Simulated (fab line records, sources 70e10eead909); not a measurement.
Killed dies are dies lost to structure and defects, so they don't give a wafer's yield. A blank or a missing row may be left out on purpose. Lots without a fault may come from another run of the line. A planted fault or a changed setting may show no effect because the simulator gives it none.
Chamber matching | flow nand_harc | NHARC_P_M1_DEP_33 on pecvd-04: 3 sister chambers
The step deposits SiCN, target thk 30 nm. 6 wafers are shown with their chamber, then 11 later ones without.

WAFERS WITH THEIR CHAMBER
wafer  | chamber | heater_power_w (W) | heater_power_outer_w (W)
L078.1 | 1       | 659                | 386
L082.6 | 2       | 500                | 302
L085.1 | 2       | 490                | 277
L085.2 | 0       | 529                | 297
L085.6 | 1       | 602                | 331
L087.1 | 0       | 535                | 296

WAFERS WITHOUT THEIR CHAMBER
wafer  | heater_power_w (W) | heater_power_outer_w (W)
L087.4 | 545                | 303
L087.6 | 653                | 367
L089.3 | 496                | 284
L089.5 | 679                | 402
L089.6 | 561                | 324
L093.3 | 514                | 311
L093.4 | 525                | 316
L093.5 | 577                | 333
L096.2 | 458                | 268
L096.3 | 686                | 417
L096.5 | 623                | 349

WHICH CHAMBER EACH WENT THROUGH
wafer  | from the rows above          | in truth
L087.4 | can't be placed: 0 or 2      | 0
L087.6 | 1                            | 1
L089.3 | can't be placed: 2 or 0      | 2
L089.5 | 1                            | 1
L089.6 | can't be placed: 0 or 2 or 1 | 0
L093.3 | can't be placed: 0 or 2      | 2
L093.4 | can't be placed: 0 or 2      | 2
L093.5 | can't be placed: 0 or 1 or 2 | 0
L096.2 | can't be placed: 2 or 0      | 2
L096.3 | 1                            | 1
L096.5 | 1                            | 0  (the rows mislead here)
Placed correctly: 3 of 11. Can't be placed from these rows: 7 (the true chamber is among the candidates in 7). Placed wrongly: 1.
How it was worked out, from the rows above alone: a wafer's distance from a chamber is the root of the sum, over the readings, of the square of ((its reading less the chamber's mean) divided by the reading's scatter). The wafer belongs to the nearest chamber; if the next one is less than 2 further off, it can't be placed. A chamber's mean is the mean of its shown wafers. The scatter: the root of (the sum of the squares of (reading less its chamber's mean) over the shown wafers, divided by (wafers less chambers)).
